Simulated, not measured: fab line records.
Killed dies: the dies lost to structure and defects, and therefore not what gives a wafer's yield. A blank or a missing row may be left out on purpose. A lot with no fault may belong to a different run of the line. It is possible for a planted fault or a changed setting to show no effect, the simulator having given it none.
Struck lot and sound lot, side by side + flow nand-harc + 41 steps out of a route of 1302
Sound: these wafers, L634.1, L634.2, L634.6. Wafers struck: L638.4, L638.5, L638.6. At the end, the cause is stated.
At each step with rows: each side's tool, then ch and its chambers, then its first start. Under that, the readings that differ: sound wafers + struck wafers + difference of the means + sigmas: that difference in standard deviations of wafers without a fault.
alike: readings whose means differ by less than 2 such deviations, and words and numbers that are the same on both sides. not compared: withheld readings, readings that some wafer has no value for, bounds like >300 that may hide the same value, and numbers for which the record gives no deviation and whose values overlap.
Wherever a step has rows on one side only, a row that says differs or no value, or a row with sigmas, the two part there. Numbers that don't overlap but have no deviation are shown without sigmas and don't part them. A reading that every wafer of one side lacks parts them only if that side has two wafers or more.

first, 7 steps without rows for these wafers: NHARC_A_CHANNEL_HOLE_D1_STRIP_41 (strips in N2/H2); NHARC_A_CHANNEL_HOLE_D1_STRIP_42 (strips in CF4/CHF3); NHARC_A_CHANNEL_HOLE_D1_STRIP_43 (strips in O2/COS); NHARC_A_CHANNEL_HOLE_D1_ETCH_44 (etches the open film in CF4/O2, target depth 140 nm, overetch 14 nm, time 77 s); NHARC_A_CHANNEL_HOLE_D1_STRIP_27 (strips in O2); NHARC_A_CHANNEL_HOLE_D1_PRECLEAN_28 (cleans in SC1); NHARC_A_CHANNEL_HOLE_D1_SRD_29.
NHARC_A_CHANNEL_HOLE_D1_CD_MEAS_30:
  sound: cd-sem-01 at day 10 03:58; struck: cd-sem-03 at day 12 00:11
  alike: cd-nm
following that, these wafers have no rows for 1 step: NHARC_A_CHANNEL_HOLE_D1_XSEM_31.
NHARC_A_CHANNEL_HOLE_D1_INSPECT_40:
  sound: defect-inspect-02 at day 10 04:09; struck: defect-inspect-02 at day 12 00:22
| reading          | sound    | struck      | difference | sigmas |
|------------------|----------|-------------|------------|--------|
| raw-defect-count | 55 39 62 | 120 133 116 | +71        | +2     |
then, 2 steps without rows for these wafers: NHARC_A_CHANNEL_FILL_D1_PRECLEAN_00 (cleans in SC1); NHARC_A_CHANNEL_FILL_D1_SRD_01.
NHARC_A_CHANNEL_FILL_D1_ALD_02: deposits SiO2, target thk 6 nm, pulse time 10 s, ald cycles 60.
  sound on ald-hk-02 ch 0,1,3, day 10 04:25; struck on ald-hk-02 ch 1,2,3, day 12 00:41
| reading    | sound    | struck   | difference | sigmas |
|------------|----------|----------|------------|--------|
| ald-cycles | 60 60 60 | 46 46 46 | -14        |        |
  alike: heater-power-w, precursor-pulse-height-rel
then, 6 steps without rows for these wafers: NHARC_A_CHANNEL_FILL_D1_ALD_03 (deposits SiNx, target thk 6 nm, pulse time 60 s, ald cycles 58); NHARC_A_CHANNEL_FILL_D1_ALD_14 (deposits SiO2, target thk 2.5 nm, pulse time 10 s, ald cycles 25); NHARC_A_CHANNEL_FILL_D1_ALD_15 (deposits SiNx, target thk 2 nm, pulse time 60 s, ald cycles 19); NHARC_A_CHANNEL_FILL_D1_ALD_16 (deposits SiO2, target thk 1.5 nm, pulse time 10 s, ald cycles 15); NHARC_A_CHANNEL_FILL_D1_ANNEAL_17 (time 1800 s); NHARC_A_CHANNEL_FILL_D1_CVD_18 (deposits poly-Si, target thk 3 nm).
NHARC_A_CHANNEL_FILL_D1_ETCHBACK_19: etches the open film in HBr/Cl2, target depth 5 nm, time 1.7 s.
  sound on rie-si-03 ch 0,2,3, day 11 05:35; struck on rie-si-02 ch 0,3, day 13 01:52
  alike: drypump-motor-current-A, mfc-cl2-sccm, oes-product-au, throttle-valve-pct
  not compared: rf-hours-counter-h
then, 6 steps without rows for these wafers: NHARC_A_CHANNEL_FILL_D1_ETCHBACK_20 (etches the open film in C4F8/O2/Ar, target depth 27 nm, time 13.5 s); NHARC_A_CHANNEL_FILL_D1_STRIP_28 (strips in O2, time 20 s); NHARC_A_CHANNEL_FILL_D1_PRECLEAN_21 (cleans in dHF, time 30 s); NHARC_A_CHANNEL_FILL_D1_SRD_23; NHARC_A_CHANNEL_FILL_D1_CVD_05 (deposits poly-Si, target thk 5 nm); NHARC_A_CHANNEL_FILL_D1_ANNEAL_22 (time 7200 s).
NHARC_A_CHANNEL_FILL_D1_ALD_25: deposits SiOx, target thk 60 nm, pulse time 10 s, ald cycles 600.
  sound on ald-hk-02 ch 0,3, day 11 19:50; struck on ald-hk-03 ch 0,1,2, day 13 15:50
  alike: ald-cycles, heater-power-w, precursor-pulse-height-rel
NHARC_A_CHANNEL_FILL_D1_ETCHBACK_08: etches the open film in C4F8, target depth 220 nm, time 110 s.
  sound on rie-diel-02 ch 2,3; struck on rie-diel-02 ch 0,3
  alike: oes-product-au, rf-vpp-V
  not compared: rf-hours-counter-h
then, 4 steps without rows for these wafers: NHARC_A_CHANNEL_FILL_D1_STRIP_29 (strips in O2, time 20 s); NHARC_A_CHANNEL_FILL_D1_PRECLEAN_30 (cleans in dHF, time 30 s); NHARC_A_CHANNEL_FILL_D1_SRD_31; NHARC_A_CHANNEL_FILL_D1_CVD_09 (deposits poly-Si, target thk 150 nm, time 3000 s).
NHARC_A_CHANNEL_FILL_D1_CMP_10: polishes, target thk 150 nm.
  sound on cmp-01 ch 0,3, day 12 06:42; struck on cmp-04 ch 0,2,3, day 14 01:19
  alike: motor-current-A, time-to-endpoint-s
following that, these wafers have no rows for 1 step: NHARC_A_CHANNEL_FILL_D1_SRD_12.
NHARC_A_CHANNEL_FILL_D1_INSPECT_13:
  sound: defect-inspect-01 at day 12 07:07; struck: defect-inspect-02 at day 14 01:41
  alike: raw-defect-count
NHARC_A_DECK1_JOINT_ETCHBACK_07: etches the open film in HBr, target depth 105 nm, time 26.9 s.
  sound on rie-si-05 ch 0,2, day 12 07:11; struck on rie-si-04 ch 1,2, day 14 01:45
  alike: drypump-motor-current-A, oes-product-au, throttle-valve-pct
  not compared: rf-hours-counter-h
then, 3 steps without rows for these wafers: NHARC_A_DECK1_JOINT_ETCH_25 (etches SiO2 in dHF, target depth 0.5 nm); NHARC_A_DECK1_JOINT_ETCH_19 (etches poly-Si in TMAH, target depth 3 nm); NHARC_A_DECK1_JOINT_ETCH_18 (etches SiO2 in dHF, target depth 3 nm).
-- break in the record here, with 13 days between the starts of the struck wafers on either side (left off in module A_DECK1_JOINT, picked up again in module END, where the first step shown is number 1301 on the route) --
NHARC_END_WLT_00:
  sound: prober-02 at day 25 12:29; struck: prober-01 at day 27 07:28
| reading                           | sound             | struck            | difference | sigmas |
|-----------------------------------|-------------------|-------------------|------------|--------|
| VT_DECK1_BOTTOM                   | 0.874 0.868 0.866 | 0.846 0.844 0.835 | -0.028     | -4     |
| VT_DECK1_BOTTOM_INNER             | 0.878 0.868 0.864 | 0.846 0.848 0.848 | -0.023     | -3     |
| VT_DECK1_MEDIAN_NEAR_BOTTOM       | 0.870 0.859 0.879 | 0.839 0.851 0.845 | -0.024     | -3     |
| VT_DECK1_MEDIAN_NEAR_BOTTOM_INNER | 0.883 0.881 0.874 | 0.854 0.849 0.841 | -0.031     | -4     |
| VT_DECK1_MIDDLE                   | 0.879 0.888 0.883 | 0.858 0.858 0.852 | -0.027     | -4     |
| VT_DECK1_MIDDLE_INNER             | 0.889 0.877 0.883 | 0.851 0.858 0.866 | -0.025     | -4     |
| VT_DECK1_TOP                      | 0.902 0.894 0.895 | 0.873 0.861 0.863 | -0.031     | -4     |
| VT_DECK1_TOP_INNER                | 0.894 0.901 0.898 | 0.868 0.856 0.867 | -0.034     | -5     |
  alike: VT_DECK2_BOTTOM, VT_DECK2_BOTTOM_INNER, VT_DECK2_MEDIAN_NEAR_BOTTOM, VT_DECK2_MEDIAN_NEAR_BOTTOM_INNER, VT_DECK2_MIDDLE, VT_DECK2_MIDDLE_INNER, VT_DECK2_TOP, VT_DECK2_TOP_INNER
NHARC_END_SORT_01:
  only the struck wafers appear in the record here, on prober-01 ch 0 at day 27 11:25; the sound ones have no rows

## WHERE THEY PART
At NHARC_A_CHANNEL_HOLE_D1_INSPECT_40 first; at NHARC_END_SORT_01 last (within this record only).

WHY: whatever the simulator had introduced
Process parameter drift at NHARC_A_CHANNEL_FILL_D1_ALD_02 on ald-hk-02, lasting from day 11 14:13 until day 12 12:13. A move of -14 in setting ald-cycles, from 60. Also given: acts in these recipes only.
